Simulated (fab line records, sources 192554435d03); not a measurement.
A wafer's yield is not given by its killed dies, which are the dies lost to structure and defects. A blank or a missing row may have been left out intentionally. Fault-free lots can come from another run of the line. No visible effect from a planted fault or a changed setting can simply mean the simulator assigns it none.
fab line records + flow n5Finfet
[record]
- lots = 10
- wafers = 29
- lastDay = 18
route steps=1938 shown MOL_CONTACT_COAG@535 BEOL_M4@1111 PASSIVATION@1936
lots untouched by any fault: they come from a run of this same line in which no faults occurred
startH: hours from the record's opening day to when the first of the lot's shown wafers began + waitH: how many hours have passed since the lot's step before this one + " same as the row above + L1.1+2: a row that stands for several wafers + - either no value or no given start + * or withheld: withheld + < > ~ a bound
route shown NAME@n: NAME is a module with steps in the file, n the number in the route of the first one + usual: the fault-free wafers' mean and standard deviation + same: alike in all rows + chamber/n: place in a boat + sites: readings site by site + _std_site: the values' standard deviation + _edge_site: mean of outer sites minus mean of inner sites + radiusMm: how far each site lies from the wafer's centre + mask NAME#n: copy n + behind: the last tool/chamber to shape the wafer + hold: why the lot was held/for how many hours/how that ended + device: names the non-switching transistor (n, p or np) + end of line: at the end of the route, the tests of the same wafers + step lacking rows: just its recipe + killed: not the wafer's yield, but the dies lost to structure and defects at the first sort + map: a wafer's dies, marking killed ones x, the rest . and places with no die _
set.NAME: setting as actually run; set.NAME@STEP: the setting as run at that earlier step + model.NAME: the simulator's own value behind a step, which no gauge read
steps of the route over a sample of lots; a table a step, a row a wafer
services: a tool's chamber out of use, with start hour (startH, from the record's first day; less than 0 if before it), hours out, and reason
[[steps]]
[step N5_MOL_CONTACT_COAG_CONTACT_ETCH_14]
[recipe]
- chemistry = C4F6/O2
- target = SiO2
- targetDepthA = 275
- overetchA = 85
- maskMaterial = SOC
- pressureMtorr = 30
- sourceW = 370
- biasW = 185
- Ar_flow_sccm = 300
- C4F6_flow_sccm = 16
- O2_flow_sccm = 10
- timeS = 20
- ionEnergyEv = 259.6
[usual]
- biasW = 185.0/0.53
- drypumpMotorCurrentA = 5.4/0.37
- oesProductAu = 0.66/0.064
- rfVppV = 693/3.3
- showerheadPlenumPTorr = 2.90/0.092
- throttleValvePct = 21.21/0.18
| lot.wafer | tool       | chamber | startH | waitH | biasW | drypumpMotorCurrentA | oesProductAu | rfHoursCounterH | rfVppV | showerheadPlenumPTorr | throttleValvePct |
|-----------|------------|---------|--------|-------|-------|----------------------|--------------|-----------------|--------|-----------------------|------------------|
| L919.3    | rieDiel-06 | 2       | 89.21  | 0.0   | 185.0 | 5.9                  | 0.76         | 43              | 690    | 2.82                  | 21.25            |
| L919.4    | "          | 3       | "      | "     | 185.1 | 5.5                  | 0.65         | 148             | 696    | 3.02                  | 21.20            |
| L919.5    | "          | 1       | "      | "     | 185.4 | 5.6                  | 0.61         | -               | 692    | 2.84                  | 21.43            |
| L923.1    | rieDiel-05 | 2       | 112.78 | 0.0   | 184.1 | 5.1                  | 0.63         | 161             | 696    | 3.00                  | 21.28            |
| L923.2    | "          | 1       | "      | "     | 184.7 | 5.3                  | 0.74         | 61              | 698    | 3.04                  | 20.91            |
| L923.4    | "          | 0       | "      | "     | 185.2 | 5.4                  | 0.60         | 204             | 691    | 2.84                  | 21.27            |
| L930.2    | rieDiel-05 | 1       | 156.13 | 0.0   | 184.6 | 5.3                  | 0.72         | 73              | 697    | 3.03                  | 20.94            |
| L930.4    | "          | 2       | "      | "     | 185.2 | 5.1                  | 0.63         | 173             | 696    | 2.99                  | 21.30            |
| L930.5    | "          | 3       | "      | "     | 184.6 | 5.2                  | 0.74         | -               | 691    | 2.84                  | 21.18            |
| L932.2    | rieDiel-05 | 2       | 165.04 | 0.0   | 184.0 | 5.1                  | 0.63         | 176             | 696    | 2.99                  | 21.29            |
| L932.4    | "          | 1       | "      | "     | 185.4 | 5.3                  | 0.72         | 77              | 698    | 3.03                  | 20.95            |
| L932.5    | "          | 0       | "      | "     | 184.6 | 5.4                  | 0.59         | -               | 690    | 2.83                  | 21.29            |
| L933.1    | rieDiel-06 | 0       | 173.09 | 0.0   | 184.9 | 5.5                  | 0.64         | 149             | 688    | 2.76                  | 21.37            |
| L933.2    | "          | 2       | "      | "     | 185.9 | 5.9                  | 0.73         | 67              | 689    | 2.81                  | 21.29            |
| L933.3    | "          | 3       | "      | "     | 185.1 | 5.5                  | 0.63         | 172             | 697    | 3.00                  | 21.24            |
| L935.2    | rieDiel-06 | 0       | 184.91 | 0.0   | 184.8 | 5.6                  | 0.65         | 153             | 690    | 2.76                  | 21.38            |
| L935.3    | "          | 1       | "      | "     | 184.0 | 5.5                  | 0.81         | 11              | 692    | 2.84                  | 21.10            |
| L935.6    | "          | 0       | "      | "     | 184.9 | 5.5                  | 0.64         | -               | 689    | 2.76                  | 21.40            |
| L938.2    | rieDiel-05 | 2       | 203.72 | 0.0   | 184.4 | 5.1                  | 0.61         | 188             | 697    | 2.99                  | 21.33            |
| L938.3    | "          | 1       | "      | "     | 184.9 | 5.3                  | 0.71         | 88              | 699    | 3.02                  | 20.97            |
| L939.1    | rieDiel-06 | 0       | 218.59 | 0.0   | 185.2 | 5.6                  | 0.64         | 162             | 688    | 2.76                  | 21.38            |
| L939.4    | "          | 3       | "      | "     | 184.3 | 5.5                  | 0.62         | 186             | 697    | 3.00                  | 21.25            |
| L939.5    | "          | 1       | "      | "     | 185.3 | 5.6                  | 0.78         | -               | 691    | 2.83                  | 21.11            |
| L941.1    | rieDiel-05 | 1       | 226.10 | 0.0   | 184.2 | 5.3                  | 0.70         | 96              | 697    | 3.02                  | 20.98            |
| L941.3    | "          | 2       | "      | "     | 185.0 | 5.1                  | 0.61         | 196             | 695    | 2.98                  | 21.32            |
| L941.6    | "          | 0       | "      | "     | 184.8 | 5.4                  | 0.58         | -               | 692    | 2.82                  | 21.32            |
| L942.2    | rieDiel-05 | 2       | 229.70 | 0.0   | 184.5 | 5.1                  | 0.61         | 197             | 695    | 2.98                  | 21.32            |
| L942.3    | "          | 1       | "      | "     | 185.6 | 5.3                  | 0.69         | 97              | 697    | 3.02                  | 21.00            |
| L942.5    | "          | 1       | "      | "     | 184.9 | 5.3                  | 0.70         | -               | 697    | 3.02                  | 20.99            |
[step N5_MOL_CONTACT_COAG_ANNEAL_113]
[recipe]
- tempC = 400
- timeS = 300
- ambient = H2/N2
[usual]
- annealTempC = 400.01/0.22
- lampPowerPct = 2.874/0.016
- wafer_temp_C_max = 402.2/0.56
| lot.wafer | tool         | chamber | startH | waitH | annealTempC | lampPowerPct | wafer_temp_C_max |
|-----------|--------------|---------|--------|-------|-------------|--------------|------------------|
| L919.3    | rtpAnneal-02 | 0       | 91.86  | 0.6   | 400.42      | 2.883        | 401.7            |
| L919.4    | "            | 0       | "      | "     | 399.98      | 2.883        | 402.4            |
| L919.5    | "            | 0       | "      | "     | 399.80      | 2.883        | 403.0            |
| L923.1    | rtpAnneal-02 | 0       | 116.67 | 0.3   | 399.86      | 2.884        | 401.3            |
| L923.2    | "            | 0       | "      | "     | 399.85      | 2.889        | 401.5            |
| L923.4    | "            | 0       | "      | "     | 400.06      | 2.879        | 402.3            |
| L930.2    | rtpAnneal-01 | 0       | 160.57 | 0.5   | 399.80      | 2.850        | 402.6            |
| L930.4    | "            | 0       | "      | "     | 399.99      | 2.848        | 402.9            |
| L930.5    | "            | 0       | "      | "     | 399.84      | 2.847        | 402.4            |
| L932.2    | rtpAnneal-01 | 0       | 169.51 | 0.8   | 400.06      | 2.850        | 402.3            |
| L932.4    | "            | 0       | "      | "     | 400.12      | 2.852        | 402.9            |
| L932.5    | "            | 0       | "      | "     | 400.01      | 2.852        | 401.9            |
| L933.1    | rtpAnneal-01 | 0       | 176.94 | 0.5   | 399.82      | 2.852        | 403.1            |
| L933.2    | "            | 0       | "      | "     | 399.98      | 2.845        | 402.6            |
| L933.3    | "            | 0       | "      | "     | 399.72      | 2.852        | 402.5            |
| L935.2    | rtpAnneal-01 | 0       | 189.22 | 0.5   | 400.21      | 2.845        | 402.7            |
| L935.3    | "            | 0       | "      | "     | 400.09      | 2.849        | 401.9            |
| L935.6    | "            | 0       | "      | "     | 400.29      | 2.846        | 403.0            |
| L938.2    | rtpAnneal-02 | 0       | 210.40 | 0.5   | 400.38      | 2.882        | 401.6            |
| L938.3    | "            | 0       | "      | "     | 399.58      | 2.890        | 401.5            |
| L939.1    | rtpAnneal-02 | 0       | 221.97 | 0.4   | 399.93      | 2.885        | 402.5            |
| L939.4    | "            | 0       | "      | "     | 399.99      | 2.885        | 401.8            |
| L939.5    | "            | 0       | "      | "     | 399.99      | 2.884        | 402.5            |
| L941.1    | rtpAnneal-02 | 0       | 229.18 | 0.3   | 399.99      | 2.886        | 401.5            |
| L941.3    | "            | 0       | "      | "     | 399.91      | 2.881        | 401.0            |
| L941.6    | "            | 0       | "      | "     | 400.10      | 2.887        | 401.4            |
| L942.2    | rtpAnneal-02 | 0       | 234.18 | 0.5   | 400.14      | 2.885        | 402.4            |
| L942.3    | "            | 0       | "      | "     | 400.38      | 2.881        | 402.3            |
| L942.5    | "            | 0       | "      | "     | 400.16      | 2.886        | 401.7            |
[step N5_MOL_CONTACT_COAG_ALD_27]
[recipe]
- material = SiOC
- targetThkA = 170
- tempC = 400
- aldPrecursorFamily = carbosiloxane
- aldCoReactant = H2-plasma
- pulseTimeS = 1.5
- timeS = 2720
- purgeTimeS = 2
- coReactantPurgeTimeS = 2
- aldCycles = 340
- pressureTorr = 2
[usual]
- aldCycles = 340/0
- heaterPowerW = 865/99
- precursorPulseHeightRel = 0.999/0.021
- runLengthS = 2769.9/0.56
- timeS = 2720/0
[same]
- pulseTimeS = 1.5
| lot.wafer | tool      | chamber | startH | waitH | aldCycles | heaterPowerW | precursorPulseHeightRel | runLengthS | timeS |
|-----------|-----------|---------|--------|-------|-----------|--------------|-------------------------|------------|-------|
| L919.3    | aldSin-02 | 0       | 95.07  | 0.3   | 340       | 1081         | 1.014                   | 2769.9     | 2720  |
| L919.4    | "         | 2       | "      | "     | 340       | 926          | 0.971                   | 2770.3     | 2720  |
| L919.5    | "         | 1       | "      | "     | 340       | 847          | 1.004                   | 2769.7     | 2720  |
| L923.1    | aldSin-03 | 0       | 120.58 | 0.2   | 340       | 920          | 0.968                   | 2769.8     | 2720  |
| L923.2    | "         | 1       | "      | "     | 340       | 904          | 0.988                   | 2769.9     | 2720  |
| L923.4    | "         | 3       | "      | "     | 340       | 758          | 0.990                   | 2770.7     | 2720  |
| L930.2    | aldSin-04 | 1       | 162.84 | 0.0   | 355       | 858          | 0.981                   | 2889.2     | 2840  |
| L930.4    | "         | 3       | "      | "     | 340       | 746          | 1.034                   | 2768.6     | 2720  |
| L930.5    | "         | 1       | "      | "     | 355       | 862          | 1.017                   | 2889.9     | 2840  |
| L932.2    | aldSin-04 | 0       | 172.66 | 0.0   | 355       | 721          | 1.015                   | 2889.1     | 2840  |
| L932.4    | "         | 3       | "      | "     | 340       | 746          | 0.982                   | 2769.1     | 2720  |
| L932.5    | "         | 2       | "      | "     | 355       | 787          | 0.969                   | 2889.5     | 2840  |
| L933.1    | aldSin-04 | 2       | 181.19 | 0.0   | 340       | 774          | 1.026                   | 2769.5     | 2720  |
| L933.2    | "         | 0       | "      | "     | 355       | 717          | 1.024                   | 2890.0     | 2840  |
| L933.3    | "         | 1       | "      | "     | 340       | 849          | 1.009                   | 2769.6     | 2720  |
| L935.2    | aldSin-02 | 0       | 191.72 | 0.0   | 340       | 1087         | 1.011                   | 2770.3     | 2720  |
| L935.3    | "         | 3       | "      | "     | 340       | 952          | 1.027                   | 2770.0     | 2720  |
| L935.6    | "         | 1       | "      | "     | 340       | 835          | 0.974                   | 2769.7     | 2720  |
| L938.2    | aldSin-02 | 2       | 215.41 | 0.0   | 340       | 940          | 0.980                   | 2770.3     | 2720  |
| L938.3    | "         | 3       | "      | "     | 340       | 949          | 0.982                   | 2770.0     | 2720  |
| L939.1    | aldSin-03 | 2       | 226.16 | 0.0   | 340       | 848          | 1.008                   | 2769.9     | 2720  |
| L939.4    | "         | 0       | "      | "     | 340       | 946          | 1.028                   | 2769.6     | 2720  |
| L939.5    | "         | 1       | "      | "     | 340       | 931          | 1.003                   | 2769.7     | 2720  |
| L941.1    | aldSin-03 | 1       | 233.45 | 0.0   | 340       | 901          | 0.991                   | 2769.7     | 2720  |
| L941.3    | "         | 0       | "      | "     | 340       | 958          | 1.000                   | 2769.9     | 2720  |
| L941.6    | "         | 0       | "      | "     | 340       | 953          | 0.999                   | 2770.4     | 2720  |
| L942.2    | aldSin-04 | 0       | 236.16 | 0.1   | 340       | 733          | 0.996                   | 2769.3     | 2720  |
| L942.3    | "         | 1       | "      | "     | 340       | 846          | 1.011                   | 2769.4     | 2720  |
| L942.5    | "         | 1       | "      | "     | 340       | 873          | 1.046                   | 2769.7     | 2720  |
[step N5_MOL_CONTACT_COAG_THK_MEAS_29]
[recipe]
- reads = SiNx_of_GATE_CUT_PECVD_57+SiNx_of_GATE_CUT_SAC_CAP_01
[usual]
- MD_CAP_THK = 17.90/0.093
| lot.wafer | tool         | chamber | startH | waitH | MD_CAP_THK[nm] |
|-----------|--------------|---------|--------|-------|----------------|
| L919.3    | filmMetro-01 | -       | 96.93  | -     | 17.93          |
| L919.4    | "            | -       | "      | "     | 17.84          |
| L919.5    | "            | -       | "      | "     | 17.83          |
| L923.1    | filmMetro-02 | -       | 122.45 | -     | 17.91          |
| L923.2    | "            | -       | "      | "     | 17.81          |
| L923.4    | "            | -       | "      | "     | 17.93          |
| L930.2    | filmMetro-02 | -       | 164.71 | -     | 17.98          |
| L930.4    | "            | -       | "      | "     | 18.00          |
| L930.5    | "            | -       | "      | "     | 17.95          |
| L932.2    | filmMetro-02 | -       | 174.53 | -     | 18.02          |
| L932.4    | "            | -       | "      | "     | 17.64          |
| L932.5    | "            | -       | "      | "     | 17.91          |
| L933.1    | filmMetro-01 | -       | 183.05 | -     | 17.86          |
| L933.2    | "            | -       | "      | "     | 17.91          |
| L933.3    | "            | -       | "      | "     | 17.75          |
| L935.2    | filmMetro-02 | -       | 193.58 | -     | 17.81          |
| L935.3    | "            | -       | "      | "     | 17.66          |
| L935.6    | "            | -       | "      | "     | 17.75          |
| L938.2    | filmMetro-02 | -       | 217.29 | 0.2   | 18.01          |
| L938.3    | "            | -       | "      | "     | 18.11          |
| L939.1    | filmMetro-01 | -       | 228.03 | -     | 17.87          |
| L939.4    | "            | -       | "      | "     | 17.75          |
| L939.5    | "            | -       | "      | "     | 17.95          |
| L941.1    | filmMetro-01 | -       | 235.31 | -     | 17.93          |
| L941.3    | "            | -       | "      | "     | 17.92          |
| L941.6    | "            | -       | "      | "     | 17.86          |
| L942.2    | filmMetro-01 | -       | 238.17 | -     | 17.82          |
| L942.3    | "            | -       | "      | "     | 17.88          |
| L942.5    | "            | -       | "      | "     | 17.81          |
[step N5_BEOL_M4_RC_MEAS_101]
[usual]
- DIBL_N = 36.7/2.6
- DIBL_P = 36.9/2.8
- IOFF_N = 0.17/0.043
- IOFF_P = 0.22/0.05
- ION_N = 678/15
- ION_P = 465/9.2
- SS_N = 71.6/0.79
- SS_P = 73.5/0.82
- VT_N = 250/3.9
- VT_P = -250/3.7
| lot.wafer | tool      | chamber | startH | waitH | DIBL_N[mV/V] | DIBL_P[mV/V] | IOFF_N[nA/um] | IOFF_P[nA/um] | ION_N[uA/um] | ION_P[uA/um] | SS_N[mV/dec] | SS_P[mV/dec] | VT_N[mV] | VT_P[mV] |
|-----------|-----------|---------|--------|-------|--------------|--------------|---------------|---------------|--------------|--------------|--------------|--------------|----------|----------|
| L919.3    | prober-01 | 0       | 176.98 | 0.3   | 34.5         | 35.8         | 0.14          | 0.18          | 677          | 468          | 71.0         | 73.3         | 251      | -254     |
| L919.4    | "         | 0       | "      | "     | 37.9         | 39.5         | 0.19          | 0.24          | 684          | 463          | 72.8         | 74.0         | 251      | -250     |
| L919.5    | "         | 0       | "      | "     | 41.6         | 44.6         | 0.29          | 0.33          | 692          | 466          | 73.9         | 74.8         | 246      | -247     |
| L923.1    | prober-01 | 0       | 197.44 | 0.0   | 35.0         | 34.6         | 0.14          | 0.17          | 680          | 466          | 70.4         | 72.9         | 250      | -253     |
| L923.2    | "         | 0       | "      | "     | 36.3         | 36.8         | 0.15          | 0.19          | 682          | 467          | 71.4         | 72.9         | 250      | -254     |
| L923.4    | "         | 0       | "      | "     | 37.1         | 37.3         | 0.18          | 0.20          | 694          | 468          | 71.7         | 72.9         | 247      | -253     |
| L930.2    | prober-02 | 0       | 251.40 | 0.2   | 39.8         | 40.8         | 0.22          | 0.34          | 677          | 473          | 71.9         | 74.7         | 248      | -245     |
| L930.4    | "         | 0       | "      | "     | 36.6         | 36.0         | 0.17          | 0.24          | 690          | 480          | 70.8         | 73.9         | 248      | -247     |
| L930.5    | "         | 0       | "      | "     | 40.8         | 41.0         | 0.22          | 0.31          | 681          | 464          | 72.1         | 75.0         | 249      | -243     |
| L933.1    | prober-02 | 0       | 252.17 | 0.6   | 40.0         | 40.0         | 0.21          | 0.25          | 665          | 456          | 72.7         | 74.7         | 254      | -250     |
| L933.2    | "         | 0       | "      | "     | 32.8         | 32.0         | 0.09          | 0.13          | 659          | 453          | 70.2         | 72.6         | 257      | -260     |
| L933.3    | "         | 0       | "      | "     | 35.8         | 36.8         | 0.13          | 0.19          | 650          | 446          | 70.3         | 74.1         | 255      | -254     |
| L932.2    | prober-02 | 0       | 263.20 | 0.2   | 38.2         | 39.6         | 0.21          | 0.23          | 692          | 465          | 71.5         | 74.5         | 245      | -251     |
| L932.4    | "         | 0       | "      | "     | 36.6         | 37.8         | 0.16          | 0.18          | 691          | 458          | 71.5         | 72.9         | 250      | -254     |
| L932.5    | "         | 0       | "      | "     | 34.1         | 35.4         | 0.14          | 0.17          | 674          | 464          | 70.1         | 72.3         | 248      | -256     |
| L935.2    | prober-02 | 0       | 269.78 | 0.2   | 37.8         | 37.5         | 0.18          | 0.23          | 678          | 461          | 71.8         | 73.5         | 248      | -250     |
| L935.3    | "         | 0       | "      | "     | 35.0         | 35.2         | 0.13          | 0.20          | 669          | 467          | 71.2         | 72.2         | 251      | -251     |
| L935.6    | "         | 0       | "      | "     | 33.4         | 32.9         | 0.12          | 0.16          | 667          | 460          | 70.8         | 73.3         | 253      | -252     |
| L938.2    | prober-02 | 0       | 300.57 | 0.2   | 33.9         | 34.0         | 0.12          | 0.17          | 663          | 449          | 71.5         | 72.6         | 252      | -251     |
| L938.3    | "         | 0       | "      | "     | 32.4         | 32.2         | 0.11          | 0.16          | 675          | 465          | 70.7         | 71.9         | 252      | -254     |
| L942.2    | prober-02 | 0       | 309.73 | 0.2   | 36.5         | 37.1         | 0.14          | 0.20          | 683          | 469          | 71.2         | 73.3         | 255      | -253     |
| L942.3    | "         | 0       | "      | "     | 39.4         | 40.4         | 0.18          | 0.25          | 673          | 464          | 71.8         | 74.1         | 252      | -251     |
| L942.5    | "         | 0       | "      | "     | 36.1         | 36.5         | 0.13          | 0.18          | 667          | 456          | 71.5         | 72.9         | 253      | -253     |
| L941.1    | prober-01 | 0       | 312.65 | 0.0   | 31.9         | 32.4         | 0.11          | 0.16          | 661          | 461          | 70.0         | 73.0         | 254      | -252     |
| L941.3    | "         | 0       | "      | "     | 35.5         | 36.8         | 0.16          | 0.20          | 670          | 451          | 71.8         | 73.0         | 248      | -249     |
| L941.6    | "         | 0       | "      | "     | 32.5         | 32.3         | 0.11          | 0.15          | 652          | 453          | 70.7         | 71.9         | 254      | -255     |
| L939.1    | prober-02 | 0       | 312.69 | 0.0   | 38.8         | 37.9         | 0.20          | 0.24          | 690          | 475          | 71.3         | 74.6         | 244      | -248     |
| L939.4    | "         | 0       | "      | "     | 36.5         | 35.2         | 0.15          | 0.21          | 664          | 454          | 70.6         | 73.6         | 251      | -248     |
| L939.5    | "         | 0       | "      | "     | 39.8         | 39.3         | 0.24          | 0.28          | 703          | 470          | 71.8         | 74.4         | 244      | -248     |
[step N5_PASSIVATION_PROBE_49]
[usual]
- defectLimitedYield = 91.0/1.4
- killed_at_M0_to_M3 = 36/9.6
- killed_at_M4_up = 14/6.1
- killedAtContacts = 13/6.6
- killedAtFrontEnd = 40/11
- killedAtOther = 3.2/2.9
- killedDies = 106/17
- killedOpen = 71/12
- killedShort = 33/7.3
- sort_bin_4_leakage = 0.02/0.11
- sort_bin_5_function = 5.3/1
- sort_bin_6_memory = 3.4/0.68
- sortNPass = 1073/19
- sortYieldPct = 91.0/1.6
[same]
- grossDies = 1180
- killedAtBackSide = 0
- sort_bin_8_speed[%] = 0
| lot.wafer | tool      | chamber | startH | waitH | defectLimitedYield[%] | killed_at_M0_to_M3 | killed_at_M4_up | killedAtContacts | killedAtFrontEnd | killedAtOther | killedDies | killedOpen | killedShort | sort_bin_4_leakage[%] | sort_bin_5_function[%] | sort_bin_6_memory[%] | sortNPass | sortYieldPct[%] |
|-----------|-----------|---------|--------|-------|-----------------------|--------------------|-----------------|------------------|------------------|---------------|------------|------------|-------------|-----------------------|------------------------|----------------------|-----------|-----------------|
| L933.1    | prober-02 | -       | 356.35 | 0.0   | 89.4                  | 55                 | 14              | 14               | 38               | 4             | 125        | 78         | 47          | 0                     | 5.8                    | 4.3                  | 1055      | 89.4            |
| L933.2    | prober-02 | -       | 356.40 | 0.1   | 87.9                  | 60                 | 15              | 26               | 38               | 4             | 143        | 92         | 46          | 0                     | 8.4                    | 3.5                  | 1037      | 87.9            |
| L933.3    | prober-02 | -       | 356.45 | 0.1   | 91.0                  | 40                 | 13              | 21               | 30               | 2             | 106        | 64         | 42          | 0                     | 5.5                    | 3.1                  | 1074      | 91.0            |
| L930.2    | prober-02 | -       | 357.74 | 0.4   | 91.8                  | 40                 | 4               | 7                | 32               | 14            | 97         | 64         | 33          | 0                     | 5.2                    | 2.9                  | 1083      | 91.8            |
| L930.4    | prober-02 | -       | 357.84 | 0.5   | 88.6                  | 47                 | 4               | 11               | 54               | 18            | 134        | 84         | 46          | 0                     | 6.4                    | 4.7                  | 1046      | 88.6            |
| L930.5    | prober-02 | -       | 357.89 | 0.6   | 91.5                  | 27                 | 8               | 24               | 36               | 5             | 100        | 68         | 32          | 0                     | 4.5                    | 3.8                  | 1080      | 91.5            |
// killed by level:class
L933.1 STI_FIN_REVEAL:geometricParticle:open=10 BEOL_M3:geometricParticle:open=10 FIN_SAQP:geometricParticle:open=9 BEOL_M2:geometricParticle:open=9 MOL_CONTACT_COAG:geometricParticle:open=8 BEOL_M0_SAQP:geometricParticle:short=7 BEOL_M0_SAQP:geometricParticle:open=7 BEOL_M4:geometricParticle:open=7
L933.2 MOL_CONTACT_COAG:geometricParticle:open=20 BEOL_M0_SAQP:geometricParticle:short=16 BEOL_M2:geometricParticle:open=12 BEOL_M0_SAQP:geometricParticle:open=11 FIN_SAQP:geometricParticle:open=9 BEOL_M4:geometricParticle:open=9 BEOL_M1:geometricParticle:open=7 BEOL_M3:geometricParticle:open=7
L933.3 MOL_CONTACT_COAG:geometricParticle:open=16 BEOL_M0_SAQP:geometricParticle:short=10 BEOL_M1:geometricParticle:open=10 BEOL_M2:geometricParticle:open=7 BEOL_M4:geometricParticle:open=7 FIN_SAQP:geometricParticle:short=5 MOL_CONTACT_COAG:geometricParticle:short=5 BEOL_M0_SAQP:geometricParticle:open=5
L930.2 BEOL_M3:geometricParticle:open=9 FIN_SAQP:geometricParticle:short=8 BEOL_M0_SAQP:geometricParticle:open=8 BEOL_M2:geometricParticle:open=8 STI_FIN_REVEAL:geometricParticle:open=6 MOL_CONTACT_COAG:geometricParticle:open=6 GATE_CUT:geometricParticle:short=5 BEOL_M0_SAQP:geometricParticle:short=5
L930.4 STI_FIN_REVEAL:geometricParticle:open=20 BEOL_M1:geometricParticle:open=10 MOL_CONTACT_COAG:geometricParticle:open=9 BEOL_M2:geometricParticle:open=8 BEOL_M3:geometricParticle:open=8 MIM_BOT:geometricParticle:short=7 BEOL_M0_SAQP:geometricParticle:short=5 GATE_CUT:geometricParticle:open=5
L930.5 MOL_CONTACT_COAG:geometricParticle:open=18 BEOL_M0_SAQP:geometricParticle:short=9 BEOL_M3:geometricParticle:open=8 FIN_SAQP:geometricParticle:open=7 MOL_CONTACT_COAG:geometricParticle:short=6 STI_FIN_REVEAL:geometricParticle:open=4 DUMMY_GATE:geometricParticle:open=4 ILD0:geometricParticle:open=4
[[services]]
| tool       | chamber | startH | hours | kind                        |
|------------|---------|--------|-------|-----------------------------|
| rieDiel-06 | 0       | 66.90  | 6.4   | repair                      |
| aldSin-02  | 2       | 70.70  | 3.0   | repair                      |
| rieDiel-05 | 1       | 74.67  | 4.5   | repair                      |
| aldSin-03  | 1       | 75.90  | 1.4   | repair                      |
| aldSin-04  | -       | 85.25  | 14.0  | pm                          |
| aldSin-04  | 0       | 85.25  | 14.0  | ventCycle                   |
| aldSin-04  | 1       | 85.25  | 14.0  | ventCycle                   |
| aldSin-04  | 2       | 85.25  | 14.0  | ventCycle                   |
| aldSin-04  | 3       | 85.25  | 14.0  | ventCycle                   |
| aldSin-03  | 0       | 95.21  | 2.7   | repair                      |
| aldSin-04  | 0       | 99.25  | -     | clean                       |
| aldSin-04  | 1       | 99.25  | -     | clean                       |
| aldSin-04  | 2       | 99.25  | -     | clean                       |
| aldSin-04  | 3       | 99.25  | -     | clean                       |
| rieDiel-06 | -       | 104.20 | 14.6  | pm                          |
| rieDiel-06 | 1       | 125.03 | -     | clean                       |
| rieDiel-06 | 1       | 125.03 | -     | consumableReplace:focusRing |
| rieDiel-06 | 1       | 125.03 | 21.7  | scheduledDown               |
| rieDiel-06 | 1       | 125.03 | 21.7  | ventCycle                   |
| aldSin-03  | 3       | 143.82 | 2.7   | repair                      |
| aldSin-02  | -       | 176.78 | 14.0  | pm                          |
| aldSin-02  | 0       | 176.78 | 14.0  | ventCycle                   |
| aldSin-02  | 1       | 176.78 | 14.0  | ventCycle                   |
| aldSin-04  | 3       | 178.63 | 5.6   | repair                      |
[[key]]
[firstSign]
- step = N5_MOL_CONTACT_COAG_ALD_27
- reading = aldCycles
- direction = up
- sigmas = 99+
- usual = *
- struck = *
[effect]
- step = N5_MOL_CONTACT_COAG_ALD_27
- reading = timeS
- direction = up
- sigmas = 99+
- usual = *
- struck = *
metAt N5_MOL_CONTACT_COAG_ALD_27
struckLots L930,L932,L933
struckWafers L930.2,L930.5,L932.2,L932.5,L933.2
notActingAt N5_MOL_CONTACT_COAG_CONTACT_ETCH_14,N5_MOL_CONTACT_COAG_ANNEAL_113,N5_MOL_CONTACT_COAG_THK_MEAS_29
[fault]
- kind = processParameterDrift
- tool = aldSin-04
- chamber = -
- onsetH = 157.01
- steps = N5_MOL_CONTACT_COAG_ALD_27
- channel = aldCycles
- offset = *
- shape = step
- endH = 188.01
- scope = struckWafersOnly
- actsIn = *
- stated = *
